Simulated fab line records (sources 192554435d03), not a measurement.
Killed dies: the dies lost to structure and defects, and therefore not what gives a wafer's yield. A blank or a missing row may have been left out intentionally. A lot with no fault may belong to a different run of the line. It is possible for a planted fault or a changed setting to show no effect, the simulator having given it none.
fab line records + flow n5-finfet
[record]
- lots = 5
- wafers = 15
- last-day = 17
route steps=1938 shown FIN_SAQP@135 BEOL_M4@1111 PASSIVATION@1936
lots that met no fault: from a run of the same line without faults
start-h: the number of hours between the record's first day and the start of the first shown wafer of the lot + wait-h: time in hours since the lot's previous step + " unchanged from the row above + L1.1+2: a single row standing in for several wafers + - no value, or no start given + * or withheld: withheld + < > ~ a bound
route shown NAME@n: names a module that has steps shown in the file, with the first one's number in the route + usual: mean/standard deviation of fault-free wafers + same: alike in all rows + chamber/n: place in a boat + sites: readings site by site + _std_site: standard deviation across them + _edge_site: the outer-site mean with the inner-site mean subtracted + radius-mm: for every site, how far away it sits from the centre of the wafer + mask NAME#n: copy n + behind: the most recent tool/chamber to have shaped the wafer + hold: what put the lot on hold/how long, in hours/how the hold closed + device: which transistor (n, p or np) failed to switch + end of line: the same wafers' tests at the end of the route + where a step has no rows: the recipe by itself + killed: count of dies lost to structure and defects at first sort (not the wafer's yield) + map: shows each die of a wafer: x if killed, . if not, _ if none is there
set.NAME: the setting the step ran with; set.NAME@STEP: the setting that earlier step ran with + model.NAME: the simulator's own value behind a step, which no gauge read
lots at some steps of the route; a table a step, a row a wafer
services: when a tool's chamber went out of use (start-h, in hours from the record's first day, below 0 if earlier), for how many hours, and the reason
[[steps]]
[step N5_FIN_SAQP_ETCH_67]
[recipe]
- chemistry = CH3F/O2
- target = SiNx
- target-depth-a = 300
- mask-material = SOC
- pressure-mtorr = 30
- source-w = 395
- bias-w = 73
- Ar_flow_sccm = 150
- CH3F_flow_sccm = 30
- O2_flow_sccm = 20
- ion-energy-ev = 120
[step N5_FIN_SAQP_STRIP_70]
[recipe]
- chemistry = N2/H2
- power-w = 500
- temp-c = 40
- pressure-mtorr = 50
- rf-frequency-hz = 6e+07
- overash-fraction = 0.3
- bias-power-w = 28
- h2-frac = 0.5
- n2-flow-sccm = 300
- h2-flow-sccm = 300
[step N5_FIN_SAQP_RECESS_71]
[recipe]
- chemistry = HF/NH3
- target = SiO2
- target-depth-a = 30
- afs-cycles = 1
- temp-c = 30
- sublimation-temp-c = 180
- sublimation-time-s = 60
[step N5_FIN_SAQP_SPACER2_ALD_28]
[recipe]
- material = SiO2
- target-thk-a = 81
- temp-c = 300
- ald-precursor-family = BDEAS
- ald-co-reactant = O2-plasma
- pulse-time-s = 1
- purge-time-s = 2
- co-reactant-purge-time-s = 2
- pressure-torr = 2
[step N5_FIN_SAQP_SPACER2_ETCHBACK_29]
[recipe]
- chemistry = CHF3/O2
- mode = anisotropic-etchback
- target = SiO2
- target-depth-a = 122
- time-s = 6.1
- pressure-mtorr = 30
- source-w = 650
- bias-w = 170
- Ar_flow_sccm = 200
- CHF3_flow_sccm = 50
- O2_flow_sccm = 5
- ion-energy-ev = 200
[step N5_FIN_SAQP_MANDREL2_REMOVE_60]
[recipe]
- chemistry = HBr/Cl2/O2
- bt-time-s = 10
- target = a-Si
- stop-on = SiNx
- endpoint = OES-SiCl
- over-etch-frac = 1
- icp-w = 600
- bias-w = 22
- HBr_flow_sccm = 150
- Cl2_flow_sccm = 80
- O2_flow_sccm = 5
- pressure-mtorr = 10
[step N5_FIN_SAQP_HM_OPEN_33]
[recipe]
- chemistry = CH3F/O2
- target = SiNx
- mask-material = SiO2
- target-depth-a = 494
- time-s = 70.6
- pressure-mtorr = 30
- source-w = 395
- bias-w = 73
- Ar_flow_sccm = 150
- CH3F_flow_sccm = 30
- O2_flow_sccm = 20
- ion-energy-ev = 120
- ends = cleared
[step N5_FIN_SAQP_ETCH_34]
[recipe]
- chemistry = C4F6/O2
- target = SiO2
- target-depth-a = 450
- time-s = 15
- ion-energy-ev = 250
- pressure-mtorr = 30
- source-w = 345
- bias-w = 185
- Ar_flow_sccm = 300
- C4F6_flow_sccm = 10
- O2_flow_sccm = 10
- ends = cleared
[step N5_FIN_SAQP_STRIP_77]
[recipe]
- chemistry = N2/H2
- time-s = 90
- power-w = 100
- temp-c = 40
- pressure-mtorr = 100
- rf-frequency-hz = 6e+07
- bias-power-w = 3
- n2-flow-sccm = 300
- h2-flow-sccm = 300
[step N5_FIN_SAQP_ETCH_64]
[recipe]
- chemistry = CF4
- target = SiO2
- target-depth-a = 15
- ion-energy-ev = 350
- pressure-mtorr = 10
- icp-w = 800
- bias-w = 400
- cf4-flow-sccm = 80
[step N5_FIN_SAQP_FIN_ETCH_36]
[recipe]
- chemistry = HBr/Cl2/O2
- target-depth-a = 1200
- mask-material = SiNx
- time-s = 50.4
- bias-w = 102
- pressure-mtorr = 10
- icp-w = 800
- HBr_flow_sccm = 150
- Cl2_flow_sccm = 80
- O2_flow_sccm = 12
[usual]
- bias-w = 102.0/0.31
- drypump-motor-current-A = 5.5/0.33
- oes-product-au = 1.000/0.027
- throttle-valve-pct = 36.07/0.29
[same]
- time-s = 50.4
| lot.wafer | tool      | chamber | start-h | wait-h | bias-w | drypump-motor-current-A | oes-product-au | rf-hours-counter-h | throttle-valve-pct |
|-----------|-----------|---------|---------|--------|--------|-------------------------|----------------|--------------------|--------------------|
| L406.1    | rie-si-02 | 1       | 56.40   | 0.0    | 96.1   | 5.5                     | 1.005          | 104                | 36.29              |
| L406.3    | "         | 3       | "       | "      | 96.3   | 5.4                     | 0.953          | 63                 | 36.57              |
| L406.5    | "         | 1       | "       | "      | 96.3   | 5.5                     | 1.022          | -                  | 36.28              |
| L407.1    | rie-si-02 | 0       | 61.29   | 0.0    | 96.1   | 5.6                     | 0.974          | 4                  | 35.87              |
| L407.3    | "         | 1       | "       | "      | 96.5   | 5.5                     | 1.018          | 104                | 36.29              |
| L407.6    | "         | 2       | "       | "      | 95.7   | 5.4                     | 0.960          | -                  | 36.05              |
| L411.3    | rie-si-02 | 2       | 86.45   | 0.0    | 96.6   | 5.4                     | 0.947          | 1                  | 36.02              |
| L411.4    | "         | 3       | "       | "      | 96.2   | 5.4                     | 0.950          | 64                 | 36.59              |
| L411.6    | "         | 0       | "       | "      | 96.7   | 5.6                     | 0.979          | -                  | 35.89              |
| L418.2    | rie-si-05 | 3       | 130.52  | 0.0    | 101.6  | 5.1                     | 1.014          | 168                | 35.96              |
| L418.4    | "         | 2       | "       | "      | 101.5  | 5.5                     | 1.014          | 125                | 35.78              |
| L418.5    | "         | 2       | "       | "      | 101.7  | 5.6                     | 1.020          | -                  | 35.78              |
| L422.2    | rie-si-02 | 0       | 152.30  | 0.0    | 102.3  | 5.6                     | 0.988          | 6                  | 35.87              |
| L422.4    | "         | 2       | "       | "      | 102.3  | 5.4                     | 0.971          | 2                  | 36.03              |
| L422.5    | "         | 2       | "       | "      | 101.4  | 5.4                     | 0.960          | -                  | 36.02              |
[step N5_BEOL_M4_RC_MEAS_101]
[usual]
- DIBL_N = 36.2/2
- DIBL_P = 36.1/2.4
- IOFF_N = 0.16/0.035
- IOFF_P = 0.22/0.041
- ION_N = 675/14
- ION_P = 465/8.6
- SS_N = 71.5/0.64
- SS_P = 73.2/0.76
- VT_N = 250/3.9
- VT_P = -249/3.4
| lot.wafer | tool      | chamber | start-h | wait-h | DIBL_N[mV/V] | DIBL_P[mV/V] | IOFF_N[nA/um] | IOFF_P[nA/um] | ION_N[uA/um] | ION_P[uA/um] | SS_N[mV/dec] | SS_P[mV/dec] | VT_N[mV] | VT_P[mV] |
|-----------|-----------|---------|---------|--------|--------------|--------------|---------------|---------------|--------------|--------------|--------------|--------------|----------|----------|
| L407.1    | prober-01 | 0       | 205.99  | 0.0    | 37.3         | 37.2         | 0.18          | 0.24          | 675          | 465          | 72.0         | 73.2         | 247      | -249     |
| L407.3    | "         | 0       | "       | "      | 35.4         | 36.0         | 0.14          | 0.23          | 678          | 473          | 71.4         | 73.2         | 252      | -247     |
| L407.6    | "         | 0       | "       | "      | 35.6         | 36.1         | 0.15          | 0.23          | 677          | 464          | 71.3         | 73.7         | 250      | -247     |
| L406.1    | prober-02 | 0       | 209.04  | 0.0    | 37.4         | 37.3         | 0.16          | 0.22          | 683          | 469          | 71.6         | 73.8         | 252      | -248     |
| L406.3    | "         | 0       | "       | "      | 34.9         | 34.7         | 0.13          | 0.18          | 667          | 455          | 71.1         | 72.7         | 251      | -251     |
| L406.5    | "         | 0       | "       | "      | 37.7         | 37.6         | 0.17          | 0.23          | 684          | 471          | 72.4         | 72.5         | 251      | -251     |
| L411.3    | prober-02 | 0       | 227.29  | 0.3    | 39.9         | 40.1         | 0.22          | 0.27          | 695          | 472          | 72.5         | 74.0         | 243      | -245     |
| L411.4    | "         | 0       | "       | "      | 35.2         | 33.3         | 0.12          | 0.15          | 671          | 460          | 71.5         | 73.3         | 252      | -253     |
| L411.6    | "         | 0       | "       | "      | 36.2         | 35.1         | 0.15          | 0.18          | 688          | 465          | 71.3         | 72.9         | 247      | -252     |
| L418.2    | prober-02 | 0       | 272.44  | 0.2    | 36.9         | 35.5         | 0.15          | 0.19          | 667          | 455          | 71.9         | 73.3         | 252      | -254     |
| L418.4    | "         | 0       | "       | "      | 37.5         | 36.9         | 0.18          | 0.23          | 683          | 469          | 72.2         | 73.4         | 246      | -247     |
| L418.5    | "         | 0       | "       | "      | 35.0         | 33.8         | 0.13          | 0.18          | 679          | 471          | 70.1         | 73.1         | 254      | -251     |
| L422.2    | prober-02 | 0       | 296.09  | 0.2    | 37.0         | 36.9         | 0.15          | 0.18          | 662          | 449          | 71.9         | 72.8         | 255      | -253     |
| L422.4    | "         | 0       | "       | "      | 35.8         | 35.2         | 0.11          | 0.16          | 657          | 454          | 72.1         | 73.0         | 260      | -257     |
| L422.5    | "         | 0       | "       | "      | 33.5         | 32.6         | 0.10          | 0.13          | 651          | 449          | 71.2         | 72.2         | 259      | -258     |
[step N5_PASSIVATION_PROBE_49]
[usual]
- defect-limited-yield = 91.1/1.4
- killed_at_M0_to_M3 = 36/9.9
- killed_at_M4_up = 13/5.8
- killed-at-contacts = 14/5.9
- killed-at-front-end = 39/11
- killed-at-other = 3.4/2.9
- killed-dies = 105/17
- killed-open = 70/13
- killed-short = 34/7.3
- sort_bin_5_function = 5.3/1
- sort_bin_6_memory = 3.3/0.62
- sort-n-pass = 1075/17
- sort-yield-pct = 91.1/1.4
[same]
- gross-dies = 1180
- killed-at-back-side = 0
- sort_bin_4_leakage[%] = 0
- sort_bin_8_speed[%] = 0
| lot.wafer | tool      | chamber | start-h | wait-h | defect-limited-yield[%] | killed_at_M0_to_M3 | killed_at_M4_up | killed-at-contacts | killed-at-front-end | killed-at-other | killed-dies | killed-open | killed-short | sort_bin_5_function[%] | sort_bin_6_memory[%] | sort-n-pass | sort-yield-pct[%] |
|-----------|-----------|---------|---------|--------|-------------------------|--------------------|-----------------|--------------------|---------------------|-----------------|-------------|-------------|--------------|------------------------|----------------------|-------------|-------------------|
| L407.1    | prober-02 | -       | 314.57  | 0.0    | 89.0                    | 48                 | 20              | 14                 | 46                  | 2               | 130         | 95          | 32           | 7.3                    | 3.3                  | 1050        | 89.0              |
| L407.3    | prober-02 | -       | 314.67  | 0.1    | 89.4                    | 57                 | 12              | 14                 | 39                  | 3               | 125         | 93          | 31           | 6.8                    | 3.7                  | 1055        | 89.4              |
| L407.6    | prober-02 | -       | 314.82  | 0.3    | 90.8                    | 37                 | 18              | 10                 | 43                  | 0               | 108         | 76          | 31           | 5.2                    | 3.7                  | 1072        | 90.8              |
// killed by level:class
L407.1 FIN_SAQP:geometric-particle:open=15 BEOL_M1:geometric-particle:open=14 MOL_CONTACT_COAG:geometric-particle:open=11 FIN_SAQP:geometric-particle:short=9 BEOL_M4:geometric-particle:open=9 BEOL_M0_SAQP:geometric-particle:short=8 STI_FIN_REVEAL:geometric-particle:open=7 DUMMY_GATE:geometric-particle:open=6
L407.3 BEOL_M3:geometric-particle:open=20 FIN_SAQP:geometric-particle:open=17 BEOL_M1:geometric-particle:open=13 MOL_CONTACT_COAG:geometric-particle:open=11 BEOL_M0:geometric-particle:open=8 BEOL_M0_SAQP:geometric-particle:short=7 DUMMY_GATE:geometric-particle:open=5 STARTING-WAFER:geometric-particle:short=5
L407.6 BEOL_M1:geometric-particle:open=9 BEOL_M2:geometric-particle:open=9 FIN_SAQP:geometric-particle:open=7 DUMMY_GATE:geometric-particle:open=7 MOL_CONTACT_COAG:geometric-particle:open=7 BEOL_M0_SAQP:geometric-particle:open=7 FIN_SAQP:geometric-particle:short=6 GATE_CUT:geometric-particle:short=5
[[services]]
| tool      | chamber | start-h | hours | kind   |
|-----------|---------|---------|-------|--------|
| rie-si-05 | 0       | 41.29   | 18.5  | repair |
| rie-si-05 | 1       | 71.26   | 4.5   | repair |
| rie-si-05 | 0       | 72.61   | 2.7   | repair |
| rie-si-05 | 0       | 96.58   | 3.6   | repair |
| rie-si-02 | -       | 135.14  | 2.8   | pm     |
[[key]]
[first-sign]
- step = N5_FIN_SAQP_FIN_ETCH_36
- reading = bias-w
- direction = down
- sigmas = 18
- usual = *
- struck = *
effect none on later readings
met-at N5_FIN_SAQP_FIN_ETCH_36
struck-wafers L406.1,L406.3,L406.5,L407.1,L407.3,L407.6,L411.3,L411.4,L411.6
[fault]
- kind = process-parameter-drift
- tool = rie-si-02
- chamber = -
- onset-h = 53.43
- steps = N5_FIN_SAQP_FIN_ETCH_36
- channel = bias-w
- offset = *
- shape = step
- end-h = 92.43
- acts-in = *
- stated = *
